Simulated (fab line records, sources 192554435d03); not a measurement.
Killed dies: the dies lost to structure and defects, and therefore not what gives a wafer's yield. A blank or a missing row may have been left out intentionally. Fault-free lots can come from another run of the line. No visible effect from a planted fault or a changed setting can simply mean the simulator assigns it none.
The tool behind it: which one? / flow n5Finfet / 10 lots with 30 wafers sampled at 5 steps, on a route of 1938 steps

WHAT THE GAUGES READ, wafer by wafer
N5_BEOL_M4_RC_MEAS_101. Usual: DIBL_N 36.4 mV/V, standard deviation 1.5; DIBL_P 36.4 mV/V, standard deviation 1.6; IOFF_N 0.164 nA/um, standard deviation 0.025; IOFF_P 0.214 nA/um, standard deviation 0.028; ION_N 675 uA/um, standard deviation 9.9; ION_P 463 uA/um, standard deviation 6.5; SS_N 71.5 mV/dec, standard deviation 0.5; SS_P 73.3 mV/dec, standard deviation 0.56; VT_N 249.2 mV, standard deviation 2.7; VT_P -250.1 mV, standard deviation 2.8.
lot=L843; measured=day 7 20:11; on=prober-02; DIBL_N (mV/V)=36.5 37.0 37.2; DIBL_P (mV/V)=35.4 36.7 36.3; IOFF_N (nA/um)=0.134 0.155 0.149; IOFF_P (nA/um)=0.171 0.186 0.185; ION_N (uA/um)=664 688 660; ION_P (uA/um)=453 458 451; SS_N (mV/dec)=71.2 70.7 70.8; SS_P (mV/dec)=73.7 73.7 73.2; VT_N (mV)=250.4 248.1 251.0; VT_P (mV)=-256.0 -253.7 -256.5; flag=
lot=L845; measured=day 8 12:26; on=prober-02; DIBL_N (mV/V)=35.8 36.0 35.8; DIBL_P (mV/V)=37.5 37.2 36.9; IOFF_N (nA/um)=0.165 0.168 0.166; IOFF_P (nA/um)=0.224 0.219 0.208; ION_N (uA/um)=677 682 687; ION_P (uA/um)=471 467 467; SS_N (mV/dec)=71.8 71.8 70.9; SS_P (mV/dec)=73.8 73.6 73.2; VT_N (mV)=249.6 247.4 248.3; VT_P (mV)=-249.5 -249.8 -250.5; flag=
lot=L846; measured=day 8 15:07; on=prober-01; DIBL_N (mV/V)=36.4 34.1 35.7; DIBL_P (mV/V)=36.9 34.1 35.4; IOFF_N (nA/um)=0.153 0.111 0.134; IOFF_P (nA/um)=0.173 0.145 0.160; ION_N (uA/um)=671 657 656; ION_P (uA/um)=455 440 447; SS_N (mV/dec)=71.8 70.8 71.7; SS_P (mV/dec)=73.3 72.7 73.6; VT_N (mV)=248.6 256.2 252.8; VT_P (mV)=-253.4 -257.7 -254.4; flag=
lot=L847; measured=day 8 21:29; on=prober-01; DIBL_N (mV/V)=35.8 35.2 34.1; DIBL_P (mV/V)=35.7 34.7 34.3; IOFF_N (nA/um)=0.163 0.154 0.136; IOFF_P (nA/um)=0.214 0.195 0.186; ION_N (uA/um)=678 676 664; ION_P (uA/um)=462 460 460; SS_N (mV/dec)=70.9 71.1 70.7; SS_P (mV/dec)=73.4 73.3 72.3; VT_N (mV)=250.3 250.3 253.4; VT_P (mV)=-252.0 -250.5 -251.6; flag=
lot=L848; measured=day 9 03:50; on=prober-01; DIBL_N (mV/V)=36.7 38.0 37.8; DIBL_P (mV/V)=33.8 35.8 35.7; IOFF_N (nA/um)=0.152 0.176 0.173; IOFF_P (nA/um)=0.187 0.214 0.210; ION_N (uA/um)=670 691 678; ION_P (uA/um)=459 470 457; SS_N (mV/dec)=71.3 71.4 72.0; SS_P (mV/dec)=72.3 74.1 73.6; VT_N (mV)=250.7 247.4 246.8; VT_P (mV)=-252.1 -250.6 -251.4; flag=
lot=L849; measured=day 9 12:56; on=prober-01; DIBL_N (mV/V)=37.0 37.1 35.8; DIBL_P (mV/V)=38.9 39.1 37.2; IOFF_N (nA/um)=0.179 0.171 0.159; IOFF_P (nA/um)=0.242 0.249 0.212; ION_N (uA/um)=677 676 677; ION_P (uA/um)=462 464 466; SS_N (mV/dec)=72.6 72.4 71.5; SS_P (mV/dec)=72.9 73.9 73.1; VT_N (mV)=247.9 250.5 251.4; VT_P (mV)=-251.3 -248.7 -248.6; flag=
lot=L851; measured=day 9 21:47; on=prober-01; DIBL_N (mV/V)=35.3 35.9 35.8; DIBL_P (mV/V)=38.5 37.9 37.8; IOFF_N (nA/um)=0.150 0.158 0.153; IOFF_P (nA/um)=0.253 0.246 0.246; ION_N (uA/um)=665 671 669; ION_P (uA/um)=468 469 462; SS_N (mV/dec)=71.6 71.8 71.8; SS_P (mV/dec)=73.5 74.0 73.8; VT_N (mV)=251.1 251.9 252.0; VT_P (mV)=-244.9 -246.6 -245.0; flag=
lot=L861; measured=day 12 12:46; on=prober-02; DIBL_N (mV/V)=36.6 37.7 36.6; DIBL_P (mV/V)=36.1 37.9 36.4; IOFF_N (nA/um)=0.169 0.189 0.160; IOFF_P (nA/um)=0.222 0.250 0.222; ION_N (uA/um)=680 681 669; ION_P (uA/um)=464 469 469; SS_N (mV/dec)=72.2 71.9 72.1; SS_P (mV/dec)=74.0 73.8 74.0; VT_N (mV)=246.4 244.4 248.8; VT_P (mV)=-247.6 -248.1 -249.1; flag=
lot=L863; measured=day 13 00:23; on=prober-01; DIBL_N (mV/V)=37.0 36.1 36.7; DIBL_P (mV/V)=37.4 36.9 37.4; IOFF_N (nA/um)=0.161 0.150 0.152; IOFF_P (nA/um)=0.218 0.207 0.208; ION_N (uA/um)=674 677 669; ION_P (uA/um)=463 464 464; SS_N (mV/dec)=71.5 72.0 71.9; SS_P (mV/dec)=73.1 72.8 73.1; VT_N (mV)=247.9 247.4 248.8; VT_P (mV)=-252.6 -249.7 -250.3; flag=
lot=L866; measured=day 13 15:23; on=prober-02; DIBL_N (mV/V)=37.4 36.6 37.8; DIBL_P (mV/V)=37.1 36.1 36.8; IOFF_N (nA/um)=0.184 0.164 0.174; IOFF_P (nA/um)=0.225 0.212 0.218; ION_N (uA/um)=675 674 678; ION_P (uA/um)=464 457 459; SS_N (mV/dec)=71.4 71.6 71.2; SS_P (mV/dec)=73.8 73.7 74.1; VT_N (mV)=246.9 251.0 249.6; VT_P (mV)=-250.5 -251.4 -249.9; flag=

WHAT TOOL EACH LOT RAN ON (gives the tool, then ch and the chambers of the sampled wafers, and finally the start)
lot=L843; N5_BEOL_M2_SPUTTER_94=pvdSputter-01, day 6 20:32; N5_BEOL_M2_CO_CAP_55=cvdCo-01 ch 0,1, day 6 21:37; N5_BEOL_M3_PECVD_72=pecvd-01 ch 1,2, day 6 21:59; N5_BEOL_M3_COAT_62=lithoTrack-01 ch 0, day 7 00:19
lot=L845; N5_BEOL_M2_SPUTTER_94=pvdSputter-01, day 7 12:02; N5_BEOL_M2_CO_CAP_55=cvdCo-02 ch 0,1,2, day 7 13:12; N5_BEOL_M3_PECVD_72=pecvd-01 ch 0,1,2, day 7 13:32; N5_BEOL_M3_COAT_62=lithoTrack-02 ch 0, day 7 15:08
lot=L846; N5_BEOL_M2_SPUTTER_94=pvdSputter-03, day 7 13:47; N5_BEOL_M2_CO_CAP_55=cvdCo-01 ch 0,2, day 7 14:53; N5_BEOL_M3_PECVD_72=pecvd-01 ch 0,1,2, day 7 15:15; N5_BEOL_M3_COAT_62=lithoTrack-01 ch 0, day 7 16:16
lot=L847; N5_BEOL_M2_SPUTTER_94=pvdSputter-01, day 7 14:42; N5_BEOL_M2_CO_CAP_55=cvdCo-01 ch 0,1,2, day 7 15:47; N5_BEOL_M3_PECVD_72=pecvd-01 ch 0,1,2, day 7 16:11; N5_BEOL_M3_COAT_62=lithoTrack-02 ch 0, day 7 16:45
lot=L848; N5_BEOL_M2_SPUTTER_94=pvdSputter-01, day 8 06:01; N5_BEOL_M2_CO_CAP_55=cvdCo-01 ch 0,1,2, day 8 07:18; N5_BEOL_M3_PECVD_72=pecvd-01 ch 0,1,2, day 8 07:38; N5_BEOL_M3_COAT_62=lithoTrack-02 ch 0, day 8 10:16
lot=L849; N5_BEOL_M2_SPUTTER_94=pvdSputter-01, day 8 13:23; N5_BEOL_M2_CO_CAP_55=cvdCo-01 ch 0,1,2, day 8 14:28; N5_BEOL_M3_PECVD_72=pecvd-01 ch 0,2, day 8 14:49; N5_BEOL_M3_COAT_62=lithoTrack-02 ch 0, day 8 17:16
lot=L851; N5_BEOL_M2_SPUTTER_94=pvdSputter-03, day 8 17:07; N5_BEOL_M2_CO_CAP_55=cvdCo-02 ch 0,1,2, day 8 18:12; N5_BEOL_M3_PECVD_72=pecvd-04 ch 0,2, day 8 18:33; N5_BEOL_M3_COAT_62=lithoTrack-02 ch 0, day 8 20:43
lot=L861; N5_BEOL_M2_SPUTTER_94=pvdSputter-02, day 11 09:23; N5_BEOL_M2_CO_CAP_55=cvdCo-01 ch 0,1, day 11 10:28; N5_BEOL_M3_PECVD_72=pecvd-01 ch 1,2, day 11 10:49; N5_BEOL_M3_COAT_62=lithoTrack-01 ch 0, day 11 14:05
lot=L863; N5_BEOL_M2_SPUTTER_94=pvdSputter-03, day 11 17:47; N5_BEOL_M2_CO_CAP_55=cvdCo-01 ch 0,1,2, day 11 18:53; N5_BEOL_M3_PECVD_72=pecvd-02 ch 0,1,2, day 11 19:14; N5_BEOL_M3_COAT_62=lithoTrack-02 ch 0, day 11 19:50
lot=L866; N5_BEOL_M2_SPUTTER_94=pvdSputter-03, day 12 13:05; N5_BEOL_M2_CO_CAP_55=cvdCo-01 ch 0,1,2, day 12 14:27; N5_BEOL_M3_PECVD_72=pecvd-02 ch 0,1, day 12 14:49; N5_BEOL_M3_COAT_62=lithoTrack-02 ch 0, day 12 17:29
- N5_BEOL_M2_SPUTTER_94: material Cu, target thk 4.5 nm, time 8.29 s.
- N5_BEOL_M2_CO_CAP_55: material Co, precursor CCTBA/H2, target thk 2 nm, time 102.1 s.
- N5_BEOL_M3_PECVD_72: deposits SiO2 from TEOS/O2, target thk 16 nm, time 18 s.
- N5_BEOL_M3_COAT_62: time 60 s, resist thk 12 nm.

AS READ BY THE TOOLS THEMSELVES (means over the sampled wafers that have a number; for cases with no such wafer, the mark the record gives instead)
N5_BEOL_M2_SPUTTER_94. Usual: susceptorTempC -20.01 C, standard deviation 0.11; throttleValvePct 29.5 %, standard deviation 1.
lot=L843; tool=pvdSputter-01; susceptorTempC (C)=-19.99; throttleValvePct (%)=30.0; flag=
lot=L845; tool=pvdSputter-01; susceptorTempC (C)=-20.05; throttleValvePct (%)=28.3; flag=
lot=L846; tool=pvdSputter-03; susceptorTempC (C)=-19.98; throttleValvePct (%)=29.7; flag=
lot=L847; tool=pvdSputter-01; susceptorTempC (C)=-20.09; throttleValvePct (%)=28.7; flag=
lot=L848; tool=pvdSputter-01; susceptorTempC (C)=-19.99; throttleValvePct (%)=28.8; flag=
lot=L849; tool=pvdSputter-01; susceptorTempC (C)=-20.06; throttleValvePct (%)=28.8; flag=
lot=L851; tool=pvdSputter-03; susceptorTempC (C)=-20.03; throttleValvePct (%)=29.2; flag=
lot=L861; tool=pvdSputter-02; susceptorTempC (C)=-19.87; throttleValvePct (%)=29.0; flag=
lot=L863; tool=pvdSputter-03; susceptorTempC (C)=-19.98; throttleValvePct (%)=29.3; flag=
lot=L866; tool=pvdSputter-03; susceptorTempC (C)=-19.90; throttleValvePct (%)=29.7; flag=

N5_BEOL_M2_CO_CAP_55. Usual: heaterPowerW 230 W, standard deviation 16; susceptorTempC 200.02 C, standard deviation 0.15.
lot=L843; tool=cvdCo-01; heaterPowerW (W)=234; susceptorTempC (C)=199.97; flag=
lot=L845; tool=cvdCo-02; heaterPowerW (W)=214; susceptorTempC (C)=199.92; flag=
lot=L846; tool=cvdCo-01; heaterPowerW (W)=248; susceptorTempC (C)=200.14; flag=
lot=L847; tool=cvdCo-01; heaterPowerW (W)=238; susceptorTempC (C)=199.96; flag=
lot=L848; tool=cvdCo-01; heaterPowerW (W)=237; susceptorTempC (C)=200.05; flag=
lot=L849; tool=cvdCo-01; heaterPowerW (W)=235; susceptorTempC (C)=200.05; flag=
lot=L851; tool=cvdCo-02; heaterPowerW (W)=211; susceptorTempC (C)=199.86; flag=
lot=L861; tool=cvdCo-01; heaterPowerW (W)=236; susceptorTempC (C)=200.09; flag=
lot=L863; tool=cvdCo-01; heaterPowerW (W)=241; susceptorTempC (C)=200.07; flag=
lot=L866; tool=cvdCo-01; heaterPowerW (W)=238; susceptorTempC (C)=199.99; flag=

N5_BEOL_M3_PECVD_72. Usual: heaterPowerW 720 W, standard deviation 70; showerheadPlenumPTorr 8.81 Torr, standard deviation 0.067; susceptorTempC 399.99 C, standard deviation 0.23; throttleValvePct 22.2 %, standard deviation 0.95.
lot=L843; tool=pecvd-01; heaterPowerW (W)=712; showerheadPlenumPTorr (Torr)=8.88; susceptorTempC (C)=400.11; throttleValvePct (%)=21.9; flag=
lot=L845; tool=pecvd-01; heaterPowerW (W)=708; showerheadPlenumPTorr (Torr)=8.83; susceptorTempC (C)=400.19; throttleValvePct (%)=22.4; flag=
lot=L846; tool=pecvd-01; heaterPowerW (W)=690; showerheadPlenumPTorr (Torr)=8.82; susceptorTempC (C)=400.00; throttleValvePct (%)=22.5; flag=
lot=L847; tool=pecvd-01; heaterPowerW (W)=745; showerheadPlenumPTorr (Torr)=8.82; susceptorTempC (C)=400.05; throttleValvePct (%)=22.3; flag=
lot=L848; tool=pecvd-01; heaterPowerW (W)=717; showerheadPlenumPTorr (Torr)=8.83; susceptorTempC (C)=399.86; throttleValvePct (%)=22.5; flag=
lot=L849; tool=pecvd-01; heaterPowerW (W)=723; showerheadPlenumPTorr (Torr)=8.84; susceptorTempC (C)=400.04; throttleValvePct (%)=22.5; flag=
lot=L851; tool=pecvd-04; heaterPowerW (W)=587; showerheadPlenumPTorr (Torr)=8.82; susceptorTempC (C)=400.29; throttleValvePct (%)=22.8; flag=
lot=L861; tool=pecvd-01; heaterPowerW (W)=702; showerheadPlenumPTorr (Torr)=8.84; susceptorTempC (C)=400.14; throttleValvePct (%)=21.7; flag=
lot=L863; tool=pecvd-02; heaterPowerW (W)=745; showerheadPlenumPTorr (Torr)=8.80; susceptorTempC (C)=399.87; throttleValvePct (%)=21.7; flag=
lot=L866; tool=pecvd-02; heaterPowerW (W)=786; showerheadPlenumPTorr (Torr)=8.81; susceptorTempC (C)=400.01; throttleValvePct (%)=22.0; flag=

N5_BEOL_M3_COAT_62. Usual: resistLineTempC 22.98 C, standard deviation 0.1; spinSpeedRpm 1500.4 rpm, standard deviation 0.88.
lot=L843; tool=lithoTrack-01; resistLineTempC (C)=22.90; spinSpeedRpm (rpm)=1501.0; flag=
lot=L845; tool=lithoTrack-02; resistLineTempC (C)=22.88; spinSpeedRpm (rpm)=1500.1; flag=
lot=L846; tool=lithoTrack-01; resistLineTempC (C)=22.85; spinSpeedRpm (rpm)=1499.8; flag=
lot=L847; tool=lithoTrack-02; resistLineTempC (C)=22.95; spinSpeedRpm (rpm)=1500.9; flag=
lot=L848; tool=lithoTrack-02; resistLineTempC (C)=23.04; spinSpeedRpm (rpm)=1500.0; flag=
lot=L849; tool=lithoTrack-02; resistLineTempC (C)=22.94; spinSpeedRpm (rpm)=1466.8; flag=OFF
lot=L851; tool=lithoTrack-02; resistLineTempC (C)=22.93; spinSpeedRpm (rpm)=1467.6; flag=OFF
lot=L861; tool=lithoTrack-01; resistLineTempC (C)=23.01; spinSpeedRpm (rpm)=1500.7; flag=
lot=L863; tool=lithoTrack-02; resistLineTempC (C)=23.00; spinSpeedRpm (rpm)=1499.5; flag=
lot=L866; tool=lithoTrack-02; resistLineTempC (C)=22.85; spinSpeedRpm (rpm)=1500.3; flag=

THE ANSWER, worked out from the rows above alone
Rule: take the mean of a lot's wafers that have a number; if it is more than 3 standard deviations from the usual mean, the lot is off. A lot without any number at a reading at which 4 lots or more have one is off too. Any other lot the step has rows for is counted as sound. Order of review: gauges by route order, followed by the tools' own readings, for which a lot's mean as printed above is used. The first step at which some lot is off is used, and at that step the reading that is off furthest; a lot without a number counts as furthest.
Off, at N5_BEOL_M3_COAT_62 on spinSpeedRpm: L849, L851.
If a tool, at that step or one of the process steps before it, ran each lot that is off and ran no sound lot following the first of them, it fits. Of those tried, none fits.

WHAT WAS PUT IN BY THE SIMULATOR
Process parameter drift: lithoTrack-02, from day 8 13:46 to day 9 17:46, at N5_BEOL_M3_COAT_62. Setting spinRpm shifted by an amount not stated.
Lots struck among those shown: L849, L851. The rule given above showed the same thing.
